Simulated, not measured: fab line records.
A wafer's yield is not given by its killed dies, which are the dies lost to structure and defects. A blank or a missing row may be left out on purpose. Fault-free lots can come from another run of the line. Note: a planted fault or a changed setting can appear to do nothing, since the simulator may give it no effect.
Comparing a struck lot with a sound one || flow nand_harc || 15 steps out of a route of 1302
Sound: these wafers, L656.2, L656.4, L656.5. Struck: wafer L661.4. (L661.5 of the same lot was not struck and is left out.) The cause comes at the end.
Order at every step that has rows: each side's tool, ch and its chambers, its first start. Under that, the readings that differ: sound wafers || struck wafers || difference of the means || sigmas: that difference in standard deviations of wafers without a fault.
alike: a reading whose means differ by less than 2 such deviations, as well as words and numbers matching on both sides. not compared: withheld readings; readings where some wafer has no value; bounds like >300 that might hide an equal value; numbers whose values overlap and for which the record gives no deviation.
The two part at a step that has a row with sigmas, a row that says differs or no value, or rows on one side only. Numbers that have no deviation but don't overlap get no sigmas and don't part them. Lack of a reading on every wafer of one side parts them only where that side has two or more wafers.

first, 7 steps without rows for these wafers: NHARC_P_CONTACT_COAT_34 (time 65 s); NHARC_P_CONTACT_COAT_06 (resist thk 90 nm); NHARC_P_CONTACT_SOFTBAKE_07 (time 55 s); NHARC_P_CONTACT_EBR_08; NHARC_P_CONTACT_EXPOSE_09 (exposes mask P CA, target cd 90 nm); NHARC_P_CONTACT_PEB_10 (peb time 65 s); NHARC_P_CONTACT_DEVELOP_11 (develop time 35 s).
NHARC_P_CONTACT_CD_MEAS_12 targets a cd of 90 nm.
  sound on cd_sem-03 ch 0, day 10 02:29; struck on cd_sem-03 ch 0, day 12 10:40
  alike: cd_nm
NHARC_P_CONTACT_OVL_MEAS_13:
  sound on overlay-01, day 10 02:34; struck on overlay-02, day 12 10:44
  alike: overlay_x_nm, overlay_y_nm
NHARC_P_CONTACT_INSPECT_14:
  sound on defect_inspect-02, day 10 02:37; struck on defect_inspect-02, day 12 10:47
  alike: raw_defect_count
NHARC_P_CONTACT_DESCUM_17: chemistry O2, time 3 s.
  sound on rie_diel-13 ch 1,3, day 10 02:40; struck on rie_diel-13 ch 3, day 12 10:51
  alike: drypump_motor_current_A, oes_product_au, rf_vpp_V, showerhead_plenum_p_Torr, throttle_valve_pct
  not compared: rf_hours_counter_h
NHARC_P_CONTACT_ETCH_35: etches the open film in CF4, target depth 39 nm, time 65 s.
  sound on rie_diel-13 ch 0,3, day 10 02:46; struck on rie_diel-13 ch 2, day 12 10:56
{"reading": "oes_product_au (a.u.)", "sound": "0.979 0.975 0.964", "struck": 1.016, "difference": "+0.043", "sigmas": "+3"}
  alike: bias_w, drypump_motor_current_A, rf_vpp_V, showerhead_plenum_p_Torr, throttle_valve_pct
  not compared: rf_hours_counter_h
NHARC_P_CONTACT_ETCH_36: etches the open film in N2/H2, target depth 260 nm, time 406.25 s.
  sound on rie_diel-13 ch 1,3, day 10 02:50; struck on rie_diel-13 ch 1, day 12 11:01
{"reading": "oes_product_au (a.u.)", "sound": "1.012 0.972 0.976", "struck": 0.865, "difference": -0.122, "sigmas": -8}
  alike: bias_w, drypump_motor_current_A, rf_vpp_V, showerhead_plenum_p_Torr, throttle_valve_pct
  not compared: rf_hours_counter_h
NHARC_P_CONTACT_ETCH_18: etches the open film in C4F8/O2/Ar, target depth 481 nm, time 240.5 s.
  sound on rie_diel-13 ch 2,3; struck on rie_diel-13 ch 2
  alike: bias_w, oes_product_au, rf_vpp_V
  not compared: rf_hours_counter_h
-- the record jumps here: 18 days lie between the struck wafers' starts before and after (it left off in module P_CONTACT and takes up again in module END, whose first step shown is number 1302 of the route) --
NHARC_END_SORT_01:
  sound on prober-02 ch 0, day 28 22:22; struck on prober-02 ch 0, day 30 16:00
{"reading": "killed_at_periphery", "sound": "1 2 4", "struck": 380, "difference": "+378", "sigmas": "+99 or more"}
{"reading": "killed_dies", "sound": "89 99 92", "struck": 456, "difference": "+363", "sigmas": "+16"}
  alike: killed_at_array, killed_at_other, killed_open, killed_short

## WHERE THEY PART
First at NHARC_P_CONTACT_ETCH_35; last, within this record, at NHARC_END_SORT_01.

WHY: whatever the simulator had introduced
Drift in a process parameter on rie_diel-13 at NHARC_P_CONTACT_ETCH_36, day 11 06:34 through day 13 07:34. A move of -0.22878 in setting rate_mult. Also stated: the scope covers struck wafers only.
